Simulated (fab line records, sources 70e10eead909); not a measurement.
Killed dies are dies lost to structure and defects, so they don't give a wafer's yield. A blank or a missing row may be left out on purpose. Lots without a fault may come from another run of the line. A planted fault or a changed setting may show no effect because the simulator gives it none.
Chamber matching | flow nand_harc | NHARC_A_CONTACT_ETCH_98 on rie_diel-11: 4 sister chambers
The step etches the open film in C4F6/O2, target depth 20 nm, time 10 s. 16 wafers are shown with their chamber, then 8 later ones without.

WAFERS WITH THEIR CHAMBER
wafer  | chamber | drypump_motor_current_A (A) | rf_vpp_V (V) | throttle_valve_pct (%)
L257.3 | 1       | 5.7                         | 540          | 26.904
L257.4 | 0       | 5.2                         | 551          | 26.911
L257.6 | 1       | 5.6                         | 541          | 26.906
L258.1 | 1       | 5.7                         | 541          | 26.893
L258.4 | 0       | 5.2                         | 549          | 26.885
L258.6 | 0       | 5.2                         | 550          | 26.903
L261.2 | 0       | 5.2                         | 550          | 26.900
L261.5 | 3       | 5.2                         | 542          | 26.918
L261.6 | 2       | 5.9                         | 541          | 26.915
L259.2 | 2       | 5.9                         | 542          | 26.908
L259.3 | 0       | 5.2                         | 548          | 26.907
L259.6 | 3       | 5.2                         | 541          | 26.913
L263.2 | 0       | 5.2                         | 548          | 26.913
L263.3 | 3       | 5.2                         | 540          | 26.902
L263.5 | 0       | 5.2                         | 549          | 26.914
L264.1 | 0       | 5.2                         | 550          | 26.908

SIGNATURES (means of the wafers above)
reading                 | chamber 0 | chamber 1 | chamber 2 | chamber 3 | scatter within a chamber
drypump_motor_current_A | 5.200     | 5.667     | 5.900     | 5.200     | 0.0236
rf_vpp_V                | 549.38    | 540.67    | 541.50    | 541.00    | 0.959
throttle_valve_pct      | 26.90513  | 26.90100  | 26.91150  | 26.91100  | 0.00856
Rule: a wafer's distance from a chamber is the root of the sum, over the readings, of the square of ((its reading less the chamber's mean) divided by the reading's scatter). The wafer belongs to the nearest chamber; if the next one is less than 2 further off, it can't be placed. The scatter: the root of (the sum of the squares of (reading less its chamber's mean) over the shown wafers, divided by (wafers less chambers)).

WAFERS WITHOUT THEIR CHAMBER
wafer  | drypump_motor_current_A (A) | rf_vpp_V (V) | throttle_valve_pct (%)
L264.2 | 5.9                         | 540          | 26.912
L264.5 | 5.2                         | 541          | 26.908
L268.1 | 5.9                         | 542          | 26.892
L268.2 | 5.2                         | 540          | 26.893
L268.5 | 5.2                         | 549          | 26.911
L274.2 | 5.7                         | 541          | 26.901
L274.3 | 5.2                         | 541          | 26.920
L274.6 | 5.2                         | 539          | 26.891

WHICH CHAMBER EACH WENT THROUGH
wafer  | from the rows above | in truth
L264.2 | 2                   | 2
L264.5 | 3                   | 3
L268.1 | 2                   | 2
L268.2 | 3                   | 3
L268.5 | 0                   | 0
L274.2 | 1                   | 1
L274.3 | 3                   | 3
L274.6 | 3                   | 3
Placed correctly: 8 of 8. Can't be placed from these rows: 0. Placed wrongly: 0.
